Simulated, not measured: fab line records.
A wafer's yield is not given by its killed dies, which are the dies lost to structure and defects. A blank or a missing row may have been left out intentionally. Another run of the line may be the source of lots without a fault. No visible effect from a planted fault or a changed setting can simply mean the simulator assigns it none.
fab line records -- flow nand-harc
record lots=13, wafers=39, last-day=34
route steps=1302 shown A_STAIRCASE@850 A_BONDPAD@1236 HYBRID_BOND@1243 THIN_TSV@1264 END@1302
lots untouched by any fault: they come from a run of this same line in which no faults occurred
start-h: hours from the record's opening day to when the first of the lot's shown wafers began -- wait-h: hours elapsed since this lot's preceding step -- " repeats the value in the row above -- L1.1+2: several wafers, shown together as one row -- - value missing, or start not given -- * or withheld: withheld -- < > ~ a bound
route shown NAME@n: NAME is a module with steps in the file, n the number in the route of the first one -- usual: mean and standard deviation over wafers with no fault -- same: alike in all rows -- chamber/n: place in a boat -- sites: per-site readings -- _std_site: standard deviation of those values -- _edge_site: outer sites' mean less inner sites' -- radius-mm: for every site, how far away it sits from the centre of the wafer -- mask NAME#n: copy n -- behind: the most recent tool/chamber to have shaped the wafer -- hold: cause of the lot's hold/its duration in hours/its outcome -- device: which transistor (n, p or np) failed to switch -- end of line: at the end of the route, the tests of the same wafers -- for a step that has no rows: nothing shown but its recipe -- killed: dies that structure and defects cost at the first sort, which is not the same as the wafer's yield -- map: the dies of a wafer, with x for killed, . for not killed, _ for no die there
set.NAME: setting as actually run; set.NAME@STEP: the setting as run at that earlier step -- model.NAME: the simulator's own value behind a step, which no gauge read
the route's steps for a sample of lots (tables are steps, rows are wafers)
services: a tool's chamber out of use, with start hour (start-h, from the record's first day; less than 0 if before it), hours out, and reason
## steps
# step NHARC_A_STAIRCASE_DEP_151
# recipe target-thk-a=72000, temp-c=400, target-thk-nm=7200, teos-flow-sccm=200, rf-w=500, material=SiO2
# usual heater-power-w=703/100, rf-fwd-power-W=499.4/1.5
lot.wafer,tool,chamber,start-h,wait-h,heater-power-w,rf-fwd-power-W
L423.3,pecvd-04,0,398.50,0.5,662,497.4
L423.6,pecvd-04,0,398.50,0.5,654,496.4
L423.5,pecvd-04,1,398.50,0.5,732,500.8
L425.3,pecvd-01,2,420.88,0.6,587,498.6
L425.1,pecvd-01,0,420.88,0.6,877,500.2
L425.4,pecvd-01,2,420.88,0.6,514,497.9
L424.2,pecvd-04,0,421.12,0.8,699,499.6
L424.4,pecvd-04,2,421.12,0.8,725,499.9
L424.5,pecvd-04,0,421.12,0.8,672,500.9
L426.1,pecvd-01,0,431.85,0.6,925,497.8
L426.4,pecvd-01,1,431.85,0.6,599,499.0
L426.5,pecvd-01,0,431.85,0.6,749,500.0
L427.3,pecvd-04,2,447.46,0.5,780,501.4
L427.2,pecvd-04,0,447.46,0.5,710,499.2
L427.4,pecvd-04,1,447.46,0.5,731,498.7
L434.1,pecvd-02,1,515.94,0.6,612,496.9
L434.5,pecvd-02,2,515.94,0.6,623,498.9
L434.4,pecvd-02,0,515.94,0.6,771,498.4
L435.3,pecvd-04,1,522.61,0.5,808,499.5
L435.1,pecvd-04,2,522.61,0.5,831,499.1
L435.4,pecvd-04,0,522.61,0.5,626,499.7
L439.2,pecvd-01,0,565.07,0.6,881,499.8
L439.6,pecvd-01,1,565.07,0.6,544,499.1
L439.5,pecvd-01,0,565.07,0.6,708,501.8
L441.3,pecvd-02,1,577.04,0.5,732,497.1
L441.2,pecvd-02,2,577.04,0.5,778,497.3
L441.5,pecvd-02,0,577.04,0.5,751,500.8
L442.2,pecvd-04,0,593.58,0.5,774,499.1
L442.4,pecvd-04,0,593.58,0.5,619,500.2
L442.5,pecvd-04,1,593.58,0.5,745,499.1
L443.2,pecvd-04,1,597.63,0.5,788,500.9
L443.3,pecvd-04,2,597.63,0.5,871,501.0
L443.5,pecvd-04,0,597.63,0.5,644,500.0
L445.1,pecvd-02,1,613.24,0.4,788,499.8
L445.3,pecvd-02,2,613.24,0.4,534,497.8
L445.4,pecvd-02,1,613.24,0.4,616,502.2
L446.1,pecvd-04,2,653.57,0.6,817,503.4
L446.5,pecvd-04,0,653.57,0.6,637,498.1
L446.4,pecvd-04,2,653.57,0.6,715,502.7
# step NHARC_A_BONDPAD_INSPECT_23
# usual raw-defect-count=568/110
lot.wafer,tool,chamber,start-h,wait-h,raw-defect-count
L423.3,defect-inspect-01,-,529.45,0.0,536
L423.5,defect-inspect-01,-,529.45,0.0,519
L423.6,defect-inspect-01,-,529.45,0.0,846
L425.1,defect-inspect-01,-,543.54,0.0,575
L425.3,defect-inspect-01,-,543.54,0.0,623
L425.4,defect-inspect-01,-,543.54,0.0,497
L424.2,defect-inspect-01,-,545.15,0.0,537
L424.4,defect-inspect-01,-,545.15,0.0,520
L424.5,defect-inspect-01,-,545.15,0.0,560
L426.1,defect-inspect-01,-,563.39,0.0,499
L426.4,defect-inspect-01,-,563.39,0.0,516
L426.5,defect-inspect-01,-,563.39,0.0,514
L427.2,defect-inspect-02,-,580.23,0.0,439
L427.3,defect-inspect-02,-,580.23,0.0,500
L427.4,defect-inspect-02,-,580.23,0.0,643
L434.1,defect-inspect-01,-,657.02,0.0,561
L434.4,defect-inspect-01,-,657.02,0.0,565
L434.5,defect-inspect-01,-,657.02,0.0,530
L435.1,defect-inspect-01,-,668.16,0.0,478
L435.3,defect-inspect-01,-,668.16,0.0,574
L439.2,defect-inspect-01,-,693.44,0.0,513
L439.5,defect-inspect-01,-,693.44,0.0,671
L439.6,defect-inspect-01,-,693.44,0.0,753
L441.2,defect-inspect-02,-,709.23,0.0,555
L441.3,defect-inspect-02,-,709.23,0.0,551
L441.5,defect-inspect-02,-,709.23,0.0,461
L442.2,defect-inspect-02,-,729.67,0.0,527
L442.4,defect-inspect-02,-,729.67,0.0,413
L442.5,defect-inspect-02,-,729.67,0.0,385
L443.2,defect-inspect-02,-,730.99,0.0,583
L443.3,defect-inspect-02,-,730.99,0.0,500
L443.5,defect-inspect-02,-,730.99,0.0,649
L445.1,defect-inspect-01,-,742.39,0.0,653
L445.3,defect-inspect-01,-,742.39,0.0,692
L445.4,defect-inspect-01,-,742.39,0.0,763
L446.1,defect-inspect-02,-,793.62,0.0,548
L446.4,defect-inspect-02,-,793.62,0.0,408
L446.5,defect-inspect-02,-,793.62,0.0,510
# step NHARC_HYBRID_BOND_INSPECT_06
# recipe inspect-instrument=ir-void
# usual raw-defect-count=85/32
lot.wafer,tool,chamber,start-h,wait-h,raw-defect-count
L423.3,defect-inspect-02,-,541.92,0.1,63
L423.5,defect-inspect-02,-,541.92,0.1,46
L423.6,defect-inspect-02,-,541.92,0.1,52
L425.1,defect-inspect-02,-,553.07,0.0,122
L425.3,defect-inspect-02,-,553.07,0.0,105
L425.4,defect-inspect-02,-,553.07,0.0,107
L424.2,defect-inspect-01,-,553.07,0.1,63
L424.4,defect-inspect-01,-,553.07,0.1,58
L424.5,defect-inspect-01,-,553.07,0.1,66
L426.1,defect-inspect-02,-,576.29,0.0,73
L426.4,defect-inspect-02,-,576.29,0.0,64
L426.5,defect-inspect-02,-,576.29,0.0,60
L427.2,defect-inspect-01,-,590.09,0.1,97
L427.3,defect-inspect-01,-,590.09,0.1,109
L427.4,defect-inspect-01,-,590.09,0.1,95
L434.1,defect-inspect-01,-,666.51,0.0,147
L434.4,defect-inspect-01,-,666.51,0.0,125
L434.5,defect-inspect-01,-,666.51,0.0,136
L435.1,defect-inspect-01,-,678.02,0.0,87
L435.3,defect-inspect-01,-,678.02,0.0,74
L439.2,defect-inspect-01,-,703.65,0.1,112
L439.5,defect-inspect-01,-,703.65,0.1,116
L439.6,defect-inspect-01,-,703.65,0.1,114
L441.2,defect-inspect-02,-,719.04,0.1,130
L441.3,defect-inspect-02,-,719.04,0.1,139
L441.5,defect-inspect-02,-,719.04,0.1,115
L443.2,defect-inspect-02,-,739.47,0.1,148
L443.3,defect-inspect-02,-,739.47,0.1,137
L443.5,defect-inspect-02,-,739.47,0.1,143
L442.2,defect-inspect-01,-,739.47,0.1,52
L442.4,defect-inspect-01,-,739.47,0.1,33
L442.5,defect-inspect-01,-,739.47,0.1,30
L445.1,defect-inspect-01,-,753.07,0.0,112
L445.3,defect-inspect-01,-,753.07,0.0,102
L445.4,defect-inspect-01,-,753.07,0.0,94
L446.1,defect-inspect-02,-,802.10,0.0,92
L446.4,defect-inspect-02,-,802.10,0.0,71
L446.5,defect-inspect-02,-,802.10,0.0,78
# step NHARC_THIN_TSV_CD_MEAS_16
# usual cd-nm=1000.3/2.4
lot.wafer,tool,chamber,start-h,wait-h,cd-nm
L423.3,cd-sem-02,-,545.59,0.1,997.2
L423.5,cd-sem-02,-,545.59,0.1,1001.0
L423.6,cd-sem-02,-,545.59,0.1,999.5
L425.1,cd-sem-03,-,556.72,0.1,996.1
L425.3,cd-sem-03,-,556.72,0.1,998.9
L425.4,cd-sem-03,-,556.72,0.1,1002.2
L424.2,cd-sem-01,-,557.92,0.1,998.2
L424.4,cd-sem-01,-,557.92,0.1,1002.5
L424.5,cd-sem-01,-,557.92,0.1,1000.2
L426.1,cd-sem-02,-,579.83,0.1,1002.1
L426.4,cd-sem-02,-,579.83,0.1,997.8
L426.5,cd-sem-02,-,579.83,0.1,995.0
L427.2,cd-sem-01,-,594.82,0.1,1002.4
L427.3,cd-sem-01,-,594.82,0.1,997.3
L427.4,cd-sem-01,-,594.82,0.1,999.5
L434.1,cd-sem-03,-,670.17,0.1,1004.2
L434.4,cd-sem-03,-,670.17,0.1,999.6
L434.5,cd-sem-03,-,670.17,0.1,1001.2
L435.1,cd-sem-02,-,692.51,0.1,1001.0
L435.3,cd-sem-02,-,692.51,0.1,1002.5
L439.2,cd-sem-01,-,707.16,0.1,1003.4
L439.5,cd-sem-01,-,707.16,0.1,997.9
L439.6,cd-sem-01,-,707.16,0.1,1001.9
L441.2,cd-sem-03,-,722.67,0.1,1000.2
L441.3,cd-sem-03,-,722.67,0.1,998.0
L441.5,cd-sem-03,-,722.67,0.1,1002.9
L443.2,cd-sem-02,-,747.52,0.1,1001.0
L443.3,cd-sem-02,-,747.52,0.1,998.8
L443.5,cd-sem-02,-,747.52,0.1,998.5
L442.2,cd-sem-01,-,748.86,0.1,998.3
L442.4,cd-sem-01,-,748.86,0.1,1002.0
L442.5,cd-sem-01,-,748.86,0.1,997.5
L445.1,cd-sem-01,-,756.72,0.1,998.8
L445.3,cd-sem-01,-,756.72,0.1,1002.1
L445.4,cd-sem-01,-,756.72,0.1,1000.0
L446.1,cd-sem-01,-,807.04,0.1,1001.4
L446.4,cd-sem-01,-,807.04,0.1,1001.9
L446.5,cd-sem-01,-,807.04,0.1,1001.9
# step NHARC_END_SORT_01
# recipe temp-c=25
# usual killed-at-array=56/17, killed-at-other=1.2/1.4, killed-at-periphery=4/3.2, killed-dies=61/16, killed-open=3.6/2.1, killed-short=2.7/1.8
# same gross-dies=677
lot.wafer,tool,chamber,start-h,wait-h,killed-at-array,killed-at-other,killed-at-periphery,killed-dies,killed-open,killed-short
L435.1,prober-02,0,706.58,2.6,61,0,6,67,3,6
L435.3,prober-02,0,708.18,3.1,44,1,4,49,4,2
L435.4,prober-02,0,708.98,3.4,674,0,3,677,7,3
# killed by level:class
L435.1 A_SLIT:chamber-film-flake=37 A_CHANNEL_HOLE_D1:chamber-film-flake=6 A_CONTACT:chamber-film-flake=6 P_M2:chamber-film-flake=3 A_WL_FILL:geometric-particle:short=2 A_CHANNEL_HOLE_D2:chamber-film-flake=2 A_SGD_CUT:chamber-film-flake=2 P_STI:geometric-particle:short=1
L435.3 A_SLIT:chamber-film-flake=28 P_M2:chamber-film-flake=3 A_SGD_CUT:chamber-film-flake=3 A_CHANNEL_HOLE_D1:chamber-film-flake=2 A_CHANNEL_FILL_D1:chamber-film-flake=2 P_M0:geometric-particle:open=1 A_CHANNEL_FILL_D2:geometric-particle:short=1 A_BLC:geometric-particle:open=1
L435.4 A_STAIRCASE:area-dep=614 A_SLIT:chamber-film-flake=35 A_CONTACT:chamber-film-flake=6 A_CHANNEL_HOLE_D1:chamber-film-flake=3 A_DECK1_JOINT:chamber-film-flake=3 A_CHANNEL_FILL_D2:geometric-particle:open=2 A_M0:geometric-particle:open=2 A_CHANNEL_FILL_D1:chamber-film-flake=2
## services
tool,chamber,start-h,hours,kind
pecvd-02,2,390.74,9.9,repair
pecvd-02,-,410.66,13.0,pm
pecvd-04,1,419.09,3.8,repair
pecvd-04,-,450.53,13.0,pm
pecvd-04,0,450.53,13.0,vent-cycle
pecvd-04,1,450.53,13.0,vent-cycle
pecvd-04,2,450.53,13.0,vent-cycle
pecvd-04,0,463.53,-,clean
pecvd-04,1,463.53,-,clean
pecvd-04,2,463.53,-,clean
pecvd-01,-,492.27,13.0,pm
pecvd-04,-,515.48,1.3,repair
pecvd-02,-,591.66,13.0,pm
pecvd-01,2,620.33,6.5,repair
pecvd-01,1,622.92,13.7,repair
pecvd-04,1,623.38,7.6,repair
pecvd-04,-,631.59,13.0,pm
pecvd-04,0,631.59,13.0,vent-cycle
pecvd-04,1,631.59,13.0,vent-cycle
pecvd-04,2,631.59,13.0,vent-cycle
pecvd-01,2,638.57,6.4,repair
pecvd-04,0,644.59,-,clean
pecvd-04,1,644.59,-,clean
pecvd-04,2,644.59,-,clean
## key
first-sign step=NHARC_END_SORT_01, reading=killed-at-array, direction=up, sigmas=37, usual=56, struck=674
effect step=NHARC_END_SORT_01, reading=killed-dies, direction=up, sigmas=37, usual=61, struck=677
more-kills-born-at NHARC_A_STAIRCASE_DEP_151@pecvd-04=614
met-at NHARC_A_STAIRCASE_DEP_151
struck-lots L435
struck-wafers L435.4
later-rows-left-out L435.4
tester-left-out L435
not-acting-at NHARC_A_BONDPAD_INSPECT_23,NHARC_HYBRID_BOND_INSPECT_06,NHARC_THIN_TSV_CD_MEAS_16
onset-between 447.46 522.61
fault kind=process-parameter-drift, tool=pecvd-04, chamber=0, onset-h=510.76, steps=NHARC_A_STAIRCASE_DEP_151, channel=target-thk-a, offset=*, shape=step, end-h=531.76, acts-in=*, stated=*
# tester-left-out: of these lots the tester's yield and bins aren't shown, on N5 and GAA mostly nor the transistor test; their killed dies are dies lost to structure and defects alone, not to doping, threshold or leakage, so they don't give the yield
# later-rows-left-out: the simulator's readings of these wafers behind a module that went badly wrong aren't trusted and aren't shown, but for the sort
